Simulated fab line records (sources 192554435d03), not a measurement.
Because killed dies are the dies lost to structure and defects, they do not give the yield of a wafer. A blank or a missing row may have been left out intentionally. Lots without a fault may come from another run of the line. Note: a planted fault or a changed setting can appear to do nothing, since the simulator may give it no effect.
fab line records	flow n5Finfet
[record] lots = 9	wafers = 27	lastDay = 19
route steps=1938 shown BEOL_M4@1111 TV_OPEN@1889 PASSIVATION@1911
lots that met no fault: from a run of the same line without faults
startH: hours from the record's opening day to when the first of the lot's shown wafers began	waitH: time in hours since the lot's previous step	" identical to the entry in the row above	L1.1+2: a row that stands for several wafers	- value missing, or start not given	* or withheld: withheld	< > ~ a bound
route shown NAME@n: names a module that has steps shown in the file, with the first one's number in the route	usual: mean/standard deviation taken from wafers without a fault	same: alike in all rows	chamber/n: place in a boat	sites: each site's reading	_std_site: the standard deviation of these	_edge_site: outer sites' mean less inner sites'	radiusMm: how far each site lies from the wafer's centre	mask NAME#n: copy n	behind: the tool/chamber that last shaped the wafer	hold: reason for holding the lot/hours on hold/outcome of the hold	device: whichever transistor did not switch (one of n, p or np)	end of line: at the end of the route, the tests of the same wafers	where a step has no rows: the recipe by itself	killed: not the wafer's yield, but the dies lost to structure and defects at the first sort	map: a wafer's dies, marking killed ones x, the rest . and places with no die _
set.NAME: the setting as run; set.NAME@STEP: as run at that earlier step	model.NAME: the simulator's own value behind a step, which no gauge read
the route's steps for a sample of lots (tables are steps, rows are wafers)
services: from which hour (startH, from the record's first day; less than 0 if before it) a tool's chamber was out of use, for how many hours, and why
[[steps]]
[step N5_BEOL_M4_RC_MEAS_101]
[usual] DIBL_N = 35.8/1.7	DIBL_P = 35.3/2	IOFF_N = 0.150/0.026	IOFF_P = 0.194/0.029	ION_N = 667/11	ION_P = 456/7.1	SS_N = 71.4/0.65	SS_P = 73.1/0.64	VT_N = 251/3	VT_P = -252/3.2
lot.wafer	tool	chamber	startH	waitH	DIBL_N[mV/V]	DIBL_P[mV/V]	IOFF_N[nA/um]	IOFF_P[nA/um]	ION_N[uA/um]	ION_P[uA/um]	SS_N[mV/dec]	SS_P[mV/dec]	VT_N[mV]	VT_P[mV]
L949.1	prober-02	0	239.13	0.0	36.3	39.2	0.181	0.208	679	459	71.7	73.6	248	-252
L949.4	"	0	"	"	35.5	38.0	0.148	0.189	659	453	72.0	73.9	249	-253
L949.5	"	0	"	"	35.1	37.0	0.158	0.186	675	458	71.8	72.7	252	-253
L950.1	prober-02	0	244.26	0.0	36.4	35.5	0.157	0.188	673	457	71.0	72.8	251	-249
L950.3	"	0	"	"	37.6	37.3	0.187	0.220	688	463	71.5	73.7	246	-249
L950.4	"	0	"	"	34.9	33.0	0.123	0.159	658	450	70.8	73.2	256	-253
L952.1	prober-02	0	260.43	0.0	34.8	34.4	0.118	0.165	659	450	70.4	72.9	254	-255
L952.4	"	0	"	"	35.6	35.2	0.126	0.167	649	448	71.1	72.2	254	-256
L952.6	"	0	"	"	34.6	33.4	0.110	0.152	638	445	70.9	72.4	257	-259
L958.1	prober-02	0	307.71	0.4	36.6	34.3	0.161	0.192	668	456	72.1	74.2	251	-252
L958.5	"	0	"	"	35.7	35.7	0.151	0.210	677	458	72.2	73.4	249	-251
L958.6	"	0	"	"	35.0	32.6	0.134	0.162	659	449	71.6	72.8	253	-255
L962.3	prober-01	0	313.59	0.3	34.5	34.0	0.121	0.179	650	454	71.1	73.7	254	-250
L962.4	"	0	"	"	34.4	32.9	0.116	0.167	656	451	70.8	72.8	255	-255
L962.5	"	0	"	"	36.1	35.3	0.143	0.204	668	455	71.9	72.8	253	-251
L961.2	prober-02	0	313.86	0.2	36.2	37.5	0.165	0.234	667	458	71.4	74.2	244	-247
L961.3	"	0	"	"	37.0	36.5	0.162	0.206	678	464	71.6	73.9	249	-249
L961.6	"	0	"	"	35.2	35.8	0.137	0.201	659	459	71.2	73.3	250	-250
L966.1	prober-01	0	338.72	0.0	33.6	33.6	0.139	0.173	664	454	70.7	72.6	250	-253
L966.2	"	0	"	"	33.7	32.3	0.123	0.147	652	452	70.9	71.9	254	-257
L966.5	"	0	"	"	33.3	32.0	0.122	0.149	652	445	70.9	72.5	251	-256
L968.2	prober-02	0	347.74	0.2	37.6	35.2	0.177	0.217	680	463	71.3	73.9	248	-248
L968.4	"	0	"	"	36.5	35.3	0.159	0.212	669	461	70.4	72.7	250	-250
L968.5	"	0	"	"	36.8	36.0	0.167	0.225	679	464	71.2	73.7	250	-252
L969.2	prober-02	0	349.58	0.2	36.4	37.8	0.167	0.192	676	457	71.4	73.8	247	-252
L969.3	"	0	"	"	32.1	30.6	0.103	0.114	649	443	70.6	71.6	255	-260
L969.6	"	0	"	"	38.1	38.0	0.195	0.186	674	452	72.7	73.5	247	-255
[step N5_PASSIVATION_STRIP_14]
[recipe] chemistry = O2	powerW = 600	tempC = 60	pressureMtorr = 30	rfFrequencyHz = 6e+07	biasPowerW = 0	overashFraction = 0.5	o2FlowSccm = 225
[usual] drypumpMotorCurrentA = 5.8/0.48	o2FlowSccm = 225.0/0.68	oesProductAu = 0.81/0.082	rfVppV = 3.6/0.88	showerheadPlenumPTorr = 2.10/0.095	throttleValvePct = 16.7/0.33
lot.wafer	tool	chamber	startH	waitH	drypumpMotorCurrentA	o2FlowSccm	oesProductAu	rfHoursCounterH	rfVppV	showerheadPlenumPTorr	throttleValvePct
L949.1	rieDiel-06	3	330.94	0.1	6.0	224.9	0.68	242	5.6	1.97	17.0
L949.4	"	1	"	"	6.4	224.9	0.72	221	5.0	2.07	17.1
L949.5	"	1	"	"	6.5	225.7	0.72	-	3.5	2.08	17.1
L950.1	rieDiel-02	0	343.01	0.1	6.1	224.6	0.89	35	2.6	2.12	16.0
L950.3	"	2	"	"	5.3	225.7	0.76	169	5.1	2.01	16.8
L950.4	"	1	"	"	6.5	225.9	0.82	75	2.4	2.21	16.6
L952.1	rieDiel-02	3	356.11	0.1	5.2	225.4	0.83	92	3.7	2.10	16.9
L952.4	"	1	"	"	6.6	225.1	0.81	-	3.0	2.21	16.6
L952.6	"	2	"	"	5.3	223.5	0.75	-	3.3	2.01	16.8
L958.1	rieDiel-06	1	408.67	0.1	6.5	225.2	0.71	243	3.1	2.07	17.2
L958.5	"	3	"	"	6.0	225.1	0.95	-	4.0	2.23	16.6
L958.6	"	0	"	"	5.2	225.1	0.69	-	1.6	1.91	17.0
L962.3	rieDiel-06	2	411.98	0.1	6.1	225.9	0.82	85	3.1	2.12	16.9
L962.4	"	3	"	"	6.0	225.6	0.93	12	3.5	2.23	16.6
L962.5	"	2	"	"	6.1	225.3	0.82	-	2.8	2.12	16.9
L961.2	rieDiel-06	3	417.36	0.1	6.0	224.9	0.94	13	3.3	2.23	16.6
L961.3	"	1	"	"	6.5	224.2	0.69	247	4.4	2.07	17.2
L961.6	"	3	"	"	6.0	225.2	0.96	-	4.2	2.23	16.6
L966.1	rieDiel-02	2	448.24	0.1	5.3	224.7	0.73	202	3.1	2.00	16.8
L966.2	"	0	"	"	6.2	225.1	0.82	66	3.4	2.11	16.1
L966.5	"	2	"	"	5.3	224.6	0.74	-	3.3	2.00	16.8
L968.2	rieDiel-05	3	455.40	0.1	5.2	225.0	0.89	34	3.3	2.06	16.3
L968.4	"	0	"	"	5.8	223.2	0.85	81	2.6	2.02	16.6
L968.5	"	2	"	"	6.0	226.0	0.69	-	2.7	2.15	17.2
L969.2	rieDiel-02	1	455.68	0.1	6.6	225.8	0.78	111	3.6	2.20	16.6
L969.3	"	0	"	"	6.2	224.6	0.85	68	2.5	2.11	16.1
L969.6	"	0	"	"	6.2	224.0	0.84	-	2.8	2.11	16.1
[step N5_PASSIVATION_ETCH_15]
[recipe] chemistry = CF4/N2	target = SiCN	targetDepthA = 750	taperDeg = 2	timeS = 81.2	ionEnergyEv = 150	maskMaterial = SiNx	pressureMtorr = 40	sourceW = 430	biasW = 70	Ar_flow_sccm = 100	cf4FlowSccm = 60	n2FlowSccm = 60
[usual] biasW = 70.02/0.23	drypumpMotorCurrentA = 5.8/0.48	mfcArSccm = 99.98/0.28	oesProductAu = 0.81/0.079	rfVppV = 382.4/2.6	showerheadPlenumPTorr = 2.21/0.099	throttleValvePct = 15.5/0.31
lot.wafer	tool	chamber	startH	waitH	biasW	drypumpMotorCurrentA	mfcArSccm	oesProductAu	rfHoursCounterH	rfVppV	showerheadPlenumPTorr	throttleValvePct
L949.1	rieDiel-06	3	-	-	70.04	6.0	100.35	0.67	242	379.6	2.09	15.8
L949.4	"	1	"	"	70.35	6.5	99.85	0.72	221	381.3	2.17	15.8
L949.5	"	1	"	"	70.29	6.5	100.12	0.71	-	381.5	2.17	15.9
L950.1	rieDiel-02	0	-	-	69.89	6.1	100.23	0.89	35	381.8	2.26	14.9
L950.3	"	2	"	"	69.92	5.3	99.87	0.76	169	381.6	2.11	15.5
L950.4	"	1	"	"	70.60	6.6	99.84	0.82	75	383.6	2.32	15.3
L952.1	rieDiel-02	3	-	-	70.27	5.2	99.82	0.83	92	382.0	2.22	15.7
L952.4	"	1	"	"	69.98	6.6	100.02	0.81	-	386.1	2.31	15.3
L952.6	"	2	"	"	69.96	5.3	99.71	0.75	-	380.6	2.11	15.6
L958.1	rieDiel-06	1	-	-	69.76	6.5	100.53	0.70	243	383.7	2.16	15.9
L958.5	"	3	"	"	69.91	6.0	99.66	0.94	-	385.9	2.35	15.4
L958.6	"	0	"	"	70.35	5.2	99.86	0.72	-	376.3	2.01	15.8
L962.3	rieDiel-06	2	-	-	70.13	6.1	100.04	0.82	85	382.9	2.23	15.6
L962.4	"	3	"	"	70.12	6.0	100.17	0.93	12	386.2	2.35	15.4
L962.5	"	2	"	"	70.62	6.1	99.45	0.81	-	381.8	2.23	15.6
L961.2	rieDiel-06	3	-	-	70.28	6.0	100.74	0.93	13	386.5	2.35	15.4
L961.3	"	1	"	"	70.03	6.5	100.21	0.70	247	380.9	2.16	15.9
L961.6	"	3	"	"	70.31	6.0	99.98	0.94	-	387.1	2.35	15.4
L966.1	rieDiel-02	2	-	-	70.22	5.3	99.44	0.73	202	380.8	2.10	15.6
L966.2	"	0	"	"	70.09	6.1	100.00	0.85	66	382.7	2.25	15.0
L966.5	"	2	"	"	70.15	5.3	99.76	0.74	-	379.0	2.10	15.6
L968.2	rieDiel-05	3	-	-	69.90	5.2	100.38	0.89	35	382.5	2.15	14.9
L968.4	"	0	"	"	69.77	5.8	100.21	0.82	81	381.2	2.15	15.4
L968.5	"	2	"	"	69.79	6.0	99.93	0.70	-	383.4	2.27	16.0
L969.2	rieDiel-02	1	-	-	70.15	6.5	99.85	0.78	111	384.9	2.30	15.4
L969.3	"	0	"	"	69.91	6.1	100.22	0.85	68	384.1	2.24	15.0
L969.6	"	0	"	"	69.85	6.1	100.06	0.85	-	381.4	2.25	15.0
[step N5_PASSIVATION_STRIP_34]
[recipe] chemistry = O2	powerW = 600	tempC = 60	pressureMtorr = 30	rfFrequencyHz = 6e+07	biasPowerW = 0	overashFraction = 2	o2FlowSccm = 225
[usual] drypumpMotorCurrentA = 5.9/0.5	o2FlowSccm = 224.9/0.63	oesProductAu = 0.81/0.087	rfVppV = 3.6/1.6	showerheadPlenumPTorr = 2.11/0.087	throttleValvePct = 16.58/0.3
lot.wafer	tool	chamber	startH	waitH	drypumpMotorCurrentA	o2FlowSccm	oesProductAu	rfHoursCounterH	rfVppV	showerheadPlenumPTorr	throttleValvePct
L949.1	rieDiel-01	0	333.13	0.1	6.4	226.0	0.67	249	4.8	2.14	16.99
L949.4	"	3	"	"	5.9	224.6	0.86	93	6.4	2.04	16.32
L949.5	"	0	"	"	6.4	225.0	0.68	-	5.1	2.14	17.00
L950.1	rieDiel-03	2	344.97	0.1	5.3	225.1	0.72	186	2.9	2.01	16.53
L950.3	"	3	"	"	6.5	224.7	0.94	6	3.6	2.15	16.27
L950.4	"	1	"	"	5.2	225.1	0.86	51	6.0	2.13	16.28
L952.1	rieDiel-03	2	358.71	0.1	5.2	224.0	0.71	192	5.6	2.00	16.49
L952.4	"	1	"	"	5.2	225.3	0.88	-	0.6	2.13	16.34
L952.6	"	3	"	"	6.5	225.1	0.92	-	2.4	2.15	16.32
L958.1	rieDiel-03	1	410.53	0.2	5.2	224.5	0.83	75	2.9	2.12	16.39
L958.5	"	1	"	"	5.2	224.3	0.82	-	2.5	2.12	16.39
L958.6	"	2	"	"	5.3	225.4	0.70	-	2.7	2.00	16.57
L962.3	rieDiel-01	2	413.95	0.1	6.5	225.8	0.70	234	2.2	2.00	17.25
L962.4	"	1	"	"	5.7	224.8	0.81	107	5.3	2.02	16.77
L962.5	"	3	"	"	6.0	223.8	0.83	-	3.2	2.03	16.44
L961.2	rieDiel-03	3	419.36	0.1	6.5	224.0	0.87	33	3.1	2.14	16.32
L961.3	"	2	"	"	5.3	224.4	0.69	214	3.7	2.00	16.56
L961.6	"	0	"	"	5.6	224.8	0.86	-	3.8	2.23	16.50
L966.1	rieDiel-03	2	450.23	0.1	5.2	225.9	0.67	227	3.7	1.99	16.62
L966.2	"	3	"	"	6.5	224.8	0.82	47	2.4	2.13	16.40
L966.5	"	2	"	"	5.3	225.4	0.67	-	1.4	1.99	16.62
L968.2	rieDiel-03	3	457.76	0.2	6.5	226.1	0.84	50	3.7	2.14	16.34
L968.4	"	2	"	"	5.2	224.6	0.69	-	6.2	1.99	16.58
L968.5	"	0	"	"	5.6	223.7	0.82	-	2.8	2.23	16.45
L969.2	rieDiel-03	0	458.03	0.2	5.7	225.0	0.83	69	3.7	2.23	16.46
L969.3	"	3	"	"	6.5	225.1	0.86	51	2.8	2.13	16.42
L969.6	"	3	"	"	6.5	224.6	0.85	-	4.0	2.13	16.33
[step N5_PASSIVATION_PECVD_53]
[recipe] material = SiO2	targetThkA = 8000	tempC = 400	precursor = TEOS/O2	pressureTorr = 6.5	rfW = withheld	teosFlowSccm = withheld	gas = O2	flowSccm = 2650	timeS = 169.4
[usual] chamberPressureTorr = 6.503/0.014	runLengthS = 197.3/0.44
lot.wafer	tool	chamber	startH	waitH	chamberPressureTorr	runLengthS
L949.1	pecvd-02	2	334.18	0.0	6.494	198.0
L949.4	"	1	"	"	6.470	197.1
L949.5	"	0	"	"	6.515	197.4
L950.1	pecvd-02	2	345.47	0.0	6.494	197.5
L950.3	"	1	"	"	6.489	197.1
L950.4	"	2	"	"	6.472	197.9
L952.1	pecvd-01	0	359.21	0.0	6.516	197.0
L952.4	"	2	"	"	6.519	196.5
L952.6	"	1	"	"	6.503	198.5
L958.1	pecvd-01	2	411.04	0.0	-	-
L958.5	"	2	"	"	-	-
L958.6	"	0	"	"	-	-
L962.3	pecvd-01	2	414.51	0.1	-	-
L962.4	"	0	"	"	-	-
L962.5	"	0	"	"	-	-
L961.2	pecvd-04	2	419.93	0.0	6.512	198.2
L961.3	"	1	"	"	6.501	197.2
L961.6	"	1	"	"	6.493	197.5
L966.1	pecvd-02	2	450.74	0.0	6.538	197.2
L966.2	"	0	"	"	6.496	197.0
L966.5	"	1	"	"	6.512	197.6
L968.2	pecvd-02	0	458.26	0.0	6.504	197.3
L968.4	"	1	"	"	6.488	197.3
L968.5	"	0	"	"	6.508	197.5
L969.2	pecvd-01	0	458.54	0.0	6.516	197.4
L969.3	"	2	"	"	6.510	196.5
L969.6	"	2	"	"	6.514	196.9
[step N5_PASSIVATION_PROBE_49]
[usual] defectLimitedYield = 91.5/1.4	killed_at_M0_to_M3 = 34/11	killed_at_M4_up = 15/6	killedAtContacts = 11/5.9	killedAtFrontEnd = 37/11	killedAtOther = 3.6/2.9	killedDies = 101/17	killedOnRim = 13/4	killedOpen = 66/12	killedShort = 33/7.8	sort_bin_5_function = 5.0/0.97	sort_bin_6_memory = 3.2/0.65	sort_bin_8_speed = 0.02/0.2	sortNPass = 1079/17	sortYieldPct = 91.4/1.4
[same] grossDies = 1180	killedAtBackSide = 0	sort_bin_4_leakage[%] = 0
lot.wafer	tool	chamber	startH	waitH	defectLimitedYield[%]	killed_at_M0_to_M3	killed_at_M4_up	killedAtContacts	killedAtFrontEnd	killedAtOther	killedDies	killedOnRim	killedOpen	killedShort	sort_bin_5_function[%]	sort_bin_6_memory[%]	sort_bin_8_speed[%]	sortNPass	sortYieldPct[%]
L949.1	prober-01	-	337.87	0.0	92.6	27	19	7	27	7	87	12	65	21	4.5	2.8	0	1093	92.6
L949.4	prober-01	-	338.02	0.2	90.9	32	22	1	47	5	107	15	73	33	5.2	3.6	0	1073	90.9
L949.5	prober-01	-	338.07	0.2	91.7	41	5	7	42	3	98	12	65	28	4.7	3.0	0	1082	91.7
L952.1	prober-01	-	363.66	0.5	92.8	31	22	5	26	1	85	10	60	25	4.3	2.6	0	1095	92.8
L952.4	prober-01	-	363.81	0.6	89.8	39	46	10	21	4	120	15	84	35	6.5	3.1	0	1060	89.8
L952.6	prober-01	-	363.91	0.7	89.5	46	31	8	31	8	124	18	75	48	6.3	4.0	0	1056	89.5
L958.1	prober-01	-	414.83	0.0	0	6	1	4	4	1165	1180	152	11	6	71.9	2.6	0	0	0
L958.5	prober-01	-	415.03	0.2	0	5	8	2	6	1159	1180	152	16	6	73.7	3.6	0	0	0
L958.6	prober-01	-	415.08	0.3	0	7	3	2	7	1161	1180	152	14	5	71.8	2.6	0	0	0
L962.3	prober-01	-	418.54	0.1	0	6	6	3	3	1162	1180	152	11	7	73.6	3.6	0	0	0
L962.4	prober-01	-	418.59	0.2	0	9	1	3	8	1159	1180	152	17	6	73.2	2.9	0	0	0
L962.5	prober-01	-	418.64	0.2	0	6	3	1	10	1160	1180	152	12	8	72.5	2.8	0	0	0
L961.2	prober-01	-	423.70	0.1	93.0	19	4	19	36	5	83	13	49	32	3.3	3.6	0	1097	93.0
L961.3	prober-01	-	423.75	0.1	91.4	29	16	12	40	5	102	14	60	39	5.5	3.0	0	1078	91.4
L961.6	prober-01	-	423.90	0.3	93.7	19	11	6	36	2	74	11	46	25	3.4	2.5	0	1106	93.7
L966.1	prober-01	-	454.88	0.0	89.3	48	17	19	38	4	126	21	70	51	5.6	4.2	0	1054	89.3
L966.2	prober-01	-	454.93	0.1	92.4	34	13	8	33	2	90	12	53	33	4.1	3.1	0	1090	92.4
L966.5	prober-01	-	455.08	0.2	90.5	55	20	6	30	1	112	13	82	29	5.1	4.2	0.08	1067	90.4
L968.2	prober-02	-	462.00	0.1	90.2	41	14	20	36	5	116	13	77	35	5.9	3.7	0	1064	90.2
L968.4	prober-02	-	462.10	0.2	90.0	29	17	26	35	11	118	15	82	34	5.9	3.9	0	1062	90.0
L968.5	prober-02	-	462.15	0.2	93.1	22	13	13	31	3	82	8	57	24	4.4	2.4	0	1098	93.1
L969.2	prober-02	-	462.30	0.1	92.1	43	4	11	30	5	93	12	57	33	4.1	3.6	0	1087	92.1
L969.3	prober-02	-	462.35	0.1	88.8	55	9	14	48	6	132	22	89	43	7.3	3.6	0.08	1047	88.7
L969.6	prober-02	-	462.50	0.3	92.1	35	9	5	44	0	93	18	61	32	4.6	3.2	0	1087	92.1
// killed by level:class
L949.1 STI_FIN_REVEAL:geometricParticle:open=12 BEOL_M0_SAQP:geometricParticle:short=9 BEOL_M4:geometricParticle:open=8 MOL_CONTACT_COAG:geometricParticle:open=7 FIN_SAQP:geometricParticle:open=6 BEOL_M2:geometricParticle:open=6 BEOL_M0_SAQP:geometricParticle:open=5 DUMMY_GATE:geometricParticle:open=4
L949.4 STI_FIN_REVEAL:geometricParticle:open=15 DUMMY_GATE:geometricParticle:open=9 BEOL_M0_SAQP:geometricParticle:open=9 FIN_SAQP:geometricParticle:short=8 BEOL_M4:geometricParticle:short=8 BEOL_M8:geometricParticle:open=6 BEOL_M4:geometricParticle:open=6 BEOL_M2:geometricParticle:open=5
L949.5 BEOL_M0_SAQP:geometricParticle:open=11 FIN_SAQP:geometricParticle:short=9 BEOL_M0_SAQP:geometricParticle:short=9 FIN_SAQP:geometricParticle:open=8 STI_FIN_REVEAL:geometricParticle:open=8 MOL_CONTACT_COAG:geometricParticle:open=7 BEOL_M2:geometricParticle:open=7 BEOL_M3:geometricParticle:open=5
L952.1 BEOL_M4:geometricParticle:open=12 BEOL_M3:geometricParticle:open=8 BEOL_M0_SAQP:geometricParticle:short=6 FIN_SAQP:geometricParticle:open=5 MOL_CONTACT_COAG:geometricParticle:open=5 ILD0:geometricParticle:short=4 BEOL_M2:geometricParticle:open=4 BEOL_M0:geometricParticle:open=4
L952.4 BEOL_M4:geometricParticle:open=22 BEOL_M0_SAQP:geometricParticle:open=13 MOL_CONTACT_COAG:geometricParticle:open=10 BEOL_M0_SAQP:geometricParticle:short=9 BEOL_M5:geometricParticle:open=9 BEOL_M4:geometricParticle:short=6 STI_FIN_REVEAL:geometricParticle:open=5 ILD0:geometricParticle:open=4
L952.6 BEOL_M4:geometricParticle:open=16 BEOL_M0_SAQP:geometricParticle:short=14 BEOL_M0_SAQP:geometricParticle:open=12 FIN_SAQP:geometricParticle:open=10 STARTING-WAFER:geometricParticle:short=7 PASS1_CAP:geometricParticle:short=7 BEOL_M3:geometricParticle:open=6 DUMMY_GATE:geometricParticle:open=5
L958.1 PASSIVATION:lostPattern=1157 PASSIVATION:areaEtch=6 MOL_CONTACT_COAG:geometricParticle:open=3 STARTING-WAFER:geometricParticle:short=2 BEOL_M3:geometricParticle:open=2 PASS1_CAP:geometricParticle:open=1 DUMMY_GATE:geometricParticle:short=1 SDB:geometricParticle:open=1
L958.5 PASSIVATION:lostPattern=1155 PASSIVATION:areaEtch=3 STI_FIN_REVEAL:geometricParticle:open=2 BEOL_M4:geometricParticle:open=2 BEOL_M9:geometricParticle:open=2 FIN_SAQP:geometricParticle:short=1 GATE_CUT:geometricParticle:short=1 DUMMY_GATE:geometricParticle:open=1
L958.6 PASSIVATION:lostPattern=1158 BEOL_M0_SAQP:geometricParticle:open=3 PASSIVATION:areaEtch=3 STI_FIN_REVEAL:geometricParticle:open=2 STARTING-WAFER:geometricParticle:short=2 FIN_SAQP:geometricParticle:open=1 MOL_CONTACT_COAG:geometricParticle:open=1 ILD0:geometricParticle:open=1
L962.3 PASSIVATION:lostPattern=1154 PASSIVATION:areaEtch=7 BEOL_M4:geometricParticle:open=3 MOL_CONTACT_COAG:geometricParticle:open=2 BEOL_M2:geometricParticle:open=2 FIN_SAQP:geometricParticle:open=1 MOL_CONTACT_COAG:geometricParticle:short=1 BEOL_M8:geometricParticle:short=1
L962.4 PASSIVATION:lostPattern=1153 PASSIVATION:areaEtch=4 FIN_SAQP:geometricParticle:open=3 STI_FIN_REVEAL:geometricParticle:open=3 MOL_CONTACT_COAG:geometricParticle:open=3 BEOL_M2:geometricParticle:open=3 BEOL_M3:geometricParticle:open=3 BEOL_M0_SAQP:geometricParticle:short=2
L962.5 PASSIVATION:lostPattern=1154 PASSIVATION:areaEtch=6 DUMMY_GATE:geometricParticle:open=3 STI_FIN_REVEAL:geometricParticle:open=2 DUMMY_GATE:geometricParticle:short=2 BEOL_M0_SAQP:geometricParticle:short=2 BEOL_M3:geometricParticle:open=2 FIN_SAQP:geometricParticle:short=1
L961.2 MOL_CONTACT_COAG:geometricParticle:open=13 FIN_SAQP:geometricParticle:short=12 STI_FIN_REVEAL:geometricParticle:open=8 BEOL_M0_SAQP:geometricParticle:open=8 MOL_CONTACT_COAG:geometricParticle:short=5 BEOL_M0_SAQP:geometricParticle:short=4 STARTING-WAFER:geometricParticle:open=4 FIN_SAQP:geometricParticle:open=3
L961.3 BEOL_M2:geometricParticle:open=10 STI_FIN_REVEAL:geometricParticle:open=8 MOL_CONTACT_COAG:geometricParticle:open=8 BEOL_M4:geometricParticle:open=8 FIN_SAQP:geometricParticle:short=6 STI_FIN_REVEAL:geometricParticle:short=4 BEOL_M0_SAQP:geometricParticle:short=4 SPACER0:geometricParticle:open=4
L961.6 FIN_SAQP:geometricParticle:short=7 FIN_SAQP:geometricParticle:open=7 MOL_CONTACT_COAG:geometricParticle:open=6 BEOL_M0_SAQP:geometricParticle:open=5 BEOL_M4:geometricParticle:open=5 BEOL_M2:geometricParticle:open=4 STI_FIN_REVEAL:geometricParticle:open=3 ILD0:geometricParticle:open=3
L966.1 BEOL_M0_SAQP:geometricParticle:short=16 MOL_CONTACT_COAG:geometricParticle:open=14 BEOL_M0_SAQP:geometricParticle:open=12 STI_FIN_REVEAL:geometricParticle:open=9 BEOL_M3:geometricParticle:open=8 GATE_CUT:geometricParticle:short=6 GATE_CUT:geometricParticle:open=6 BEOL_M4:geometricParticle:open=6
L966.2 BEOL_M0_SAQP:geometricParticle:short=15 STI_FIN_REVEAL:geometricParticle:open=9 BEOL_M0_SAQP:geometricParticle:open=7 BEOL_M4:geometricParticle:open=7 STARTING-WAFER:geometricParticle:open=6 MOL_CONTACT_COAG:geometricParticle:open=5 FIN_SAQP:geometricParticle:open=4 GATE_CUT:geometricParticle:short=4
L966.5 BEOL_M0_SAQP:geometricParticle:open=15 BEOL_M4:geometricParticle:open=15 STI_FIN_REVEAL:geometricParticle:open=9 BEOL_M0_SAQP:geometricParticle:short=9 BEOL_M1:geometricParticle:open=8 BEOL_M3:geometricParticle:open=8 FIN_SAQP:geometricParticle:short=6 MOL_CONTACT_COAG:geometricParticle:open=6
L968.2 MOL_CONTACT_COAG:geometricParticle:open=13 STI_FIN_REVEAL:geometricParticle:open=12 BEOL_M3:geometricParticle:open=10 FIN_SAQP:geometricParticle:open=8 BEOL_M0_SAQP:geometricParticle:open=8 BEOL_M0_SAQP:geometricParticle:short=7 FIN_SAQP:geometricParticle:short=6 MOL_CONTACT_COAG:geometricParticle:short=6
L968.4 MOL_CONTACT_COAG:geometricParticle:open=21 BEOL_M3:geometricParticle:open=16 BEOL_M4:geometricParticle:open=8 FIN_SAQP:geometricParticle:open=6 STI_FIN_REVEAL:geometricParticle:open=6 MOL_CONTACT_COAG:geometricParticle:short=5 BEOL_M0_SAQP:geometricParticle:short=5 MIM_BOT:geometricParticle:short=5
L968.5 MOL_CONTACT_COAG:geometricParticle:open=11 BEOL_M3:geometricParticle:open=9 STI_FIN_REVEAL:geometricParticle:open=7 BEOL_M4:geometricParticle:open=6 FIN_SAQP:geometricParticle:open=4 FIN_SAQP:geometricParticle:short=4 BEOL_M0_SAQP:geometricParticle:open=4 STARTING-WAFER:geometricParticle:open=4
L969.2 BEOL_M1:geometricParticle:open=16 BEOL_M0_SAQP:geometricParticle:short=10 MOL_CONTACT_COAG:geometricParticle:open=7 BEOL_M2:geometricParticle:open=6 FIN_SAQP:geometricParticle:short=5 FIN_SAQP:geometricParticle:open=4 STI_FIN_REVEAL:geometricParticle:open=4 GATE_CUT:geometricParticle:short=4
L969.3 BEOL_M0_SAQP:geometricParticle:open=16 STI_FIN_REVEAL:geometricParticle:open=11 BEOL_M3:geometricParticle:open=11 BEOL_M2:geometricParticle:open=11 MOL_CONTACT_COAG:geometricParticle:open=10 BEOL_M0_SAQP:geometricParticle:short=8 GATE_CUT:geometricParticle:short=6 FIN_SAQP:geometricParticle:open=5
L969.6 STI_FIN_REVEAL:geometricParticle:open=10 BEOL_M2:geometricParticle:open=9 BEOL_M0_SAQP:geometricParticle:open=8 BEOL_M3:geometricParticle:open=6 DUMMY_GATE:geometricParticle:short=4 DUMMY_GATE:geometricParticle:open=4 GATE_CUT:geometricParticle:open=4 BEOL_M0_SAQP:geometricParticle:short=4
[[services]]
tool	chamber	startH	hours	kind
rieDiel-05	2	308.01	10.4	repair
pecvd-02	-	308.73	1.0	repair
pecvd-01	2	314.69	2.1	scheduledDown
rieDiel-03	0	346.69	3.6	repair
rieDiel-02	0	347.03	9.0	repair
rieDiel-06	3	352.48	-	clean
rieDiel-06	3	352.48	-	consumableReplace:focusRing
rieDiel-06	3	352.48	-	consumableReplace:showerhead
rieDiel-06	3	352.48	16.5	scheduledDown
rieDiel-06	3	352.48	16.5	ventCycle
rieDiel-06	1	354.73	9.2	repair
rieDiel-03	3	355.22	1.7	repair
rieDiel-03	0	357.58	3.6	repair
pecvd-02	1	357.81	13.2	repair
pecvd-01	1	374.02	4.6	repair
rieDiel-03	-	374.21	0.7	repair
pecvd-01	-	379.46	1.3	repair
pecvd-01	-	426.48	2.4	repair
rieDiel-06	1	426.85	-	clean
rieDiel-06	1	426.85	-	consumableReplace:focusRing
rieDiel-06	1	426.85	32.6	scheduledDown
rieDiel-06	1	426.85	32.6	ventCycle
rieDiel-01	-	443.95	0.1	repair
rieDiel-02	2	456.96	2.8	repair
[[key]]
[firstSign] step = N5_PASSIVATION_PECVD_53	reading = toolRecord	direction = missing
[effect] step = N5_PASSIVATION_PROBE_49	reading = killedAtOther	direction = up	sigmas = 99+	usual = 3.6	struck = 1161
metAt N5_PASSIVATION_PECVD_53
struckLots L958,L962
laterRowsLeftOut L958.1,L958.5,L958.6,L962.3,L962.4,L962.5
notActingAt N5_PASSIVATION_STRIP_14,N5_PASSIVATION_ETCH_15,N5_PASSIVATION_STRIP_34
onsetBetween 359.21 411.04
[fault] kind = skippedStepWhole	tool = pecvd-01	chamber = -	onsetH = 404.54	steps = N5_PASSIVATION_PECVD_53	scope = struckLotsOnly
// laterRowsLeftOut: the simulator's readings of these wafers behind a module that went badly wrong aren't trusted and aren't shown, but for the sort
